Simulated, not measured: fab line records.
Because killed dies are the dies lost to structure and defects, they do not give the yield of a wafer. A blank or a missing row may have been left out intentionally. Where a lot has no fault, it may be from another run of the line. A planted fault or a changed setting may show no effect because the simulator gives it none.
Which of the tools did it? / flow n5 finfet / 28 wafers from 10 lots sampled at 2 of the route's 1938 steps

## WHAT THE GAUGES SHOWED, per wafer
N5_BEOL_M13_RS_MEAS_54: a four-point-probe measurement.
lot=L995; measured=day 11 08:25; on=film metro-02; M13_RS (ohm/sq)=0.0447 0.0439 0.0450
lot=L996; measured=day 11 16:47; on=film metro-02; M13_RS (ohm/sq)=0.0459 0.0446 0.0457
lot=L998; measured=day 11 21:55; on=film metro-01; M13_RS (ohm/sq)=0.0455 0.0444 0.0458
lot=L999; measured=day 12 11:49; on=film metro-01; M13_RS (ohm/sq)=0.0448 0.0444 0.0450
lot=L100; measured=day 12 17:10; on=film metro-02; M13_RS (ohm/sq)=0.0445 0.0452 0.0439
lot=L103; measured=day 14 17:25; on=film metro-01; M13_RS (ohm/sq)=0.0458 0.0457 0.0456
lot=L106; measured=day 14 21:34; on=film metro-02; M13_RS (ohm/sq)=0.0454 0.0444 0.0454
lot=L105; measured=day 15 07:48; on=film metro-01; M13_RS (ohm/sq)=0.0446 0.0465 0.0446
lot=L114; measured=day 17 04:39; on=film metro-02; M13_RS (ohm/sq)=0.0448 0.0452
lot=L113; measured=day 17 05:45; on=film metro-02; M13_RS (ohm/sq)=0.0459 0.0454

## WHAT TOOL EACH LOT RAN ON (gives the tool, then ch and the chambers of the sampled wafers, and finally the start)
lot=L995; N5_BEOL_M13_SPUTTER_43=pvd sputter-03, day 11 07:15
lot=L996; N5_BEOL_M13_SPUTTER_43=pvd sputter-02, day 11 15:01
lot=L998; N5_BEOL_M13_SPUTTER_43=pvd sputter-02, day 11 20:45
lot=L999; N5_BEOL_M13_SPUTTER_43=pvd sputter-02, day 12 10:40
lot=L100; N5_BEOL_M13_SPUTTER_43=pvd sputter-01, day 12 15:58
lot=L103; N5_BEOL_M13_SPUTTER_43=pvd sputter-01, day 14 14:43
lot=L106; N5_BEOL_M13_SPUTTER_43=pvd sputter-01, day 14 18:01
lot=L105; N5_BEOL_M13_SPUTTER_43=pvd sputter-03, day 15 06:35
lot=L114; N5_BEOL_M13_SPUTTER_43=pvd sputter-01, day 17 03:32
lot=L113; N5_BEOL_M13_SPUTTER_43=pvd sputter-02, day 17 04:37
- N5_BEOL_M13_SPUTTER_43: material TaN, target thk 15 nm, time 24.19 s.

## THE ANSWER, worked out from the rows above alone
Rule: what is usual is taken from the lots themselves. The widest of any qualifying gaps counts: lots, ordered by their means at a reading, are off when they make up no more than a third of the lots, leave a main group of 4 or more, and stand apart from it by 3 or more times the standard deviation of that group's means. Not used: any main group whose means are identical at the precision the tables above print for the reading. Also off: a lot with no number at a reading for which 4 or more lots have one. Any other lot the step has rows for is counted as sound.
Nothing can be told from this: no lot is off at any reading shown.

## WHAT THE SIMULATOR PUT IN
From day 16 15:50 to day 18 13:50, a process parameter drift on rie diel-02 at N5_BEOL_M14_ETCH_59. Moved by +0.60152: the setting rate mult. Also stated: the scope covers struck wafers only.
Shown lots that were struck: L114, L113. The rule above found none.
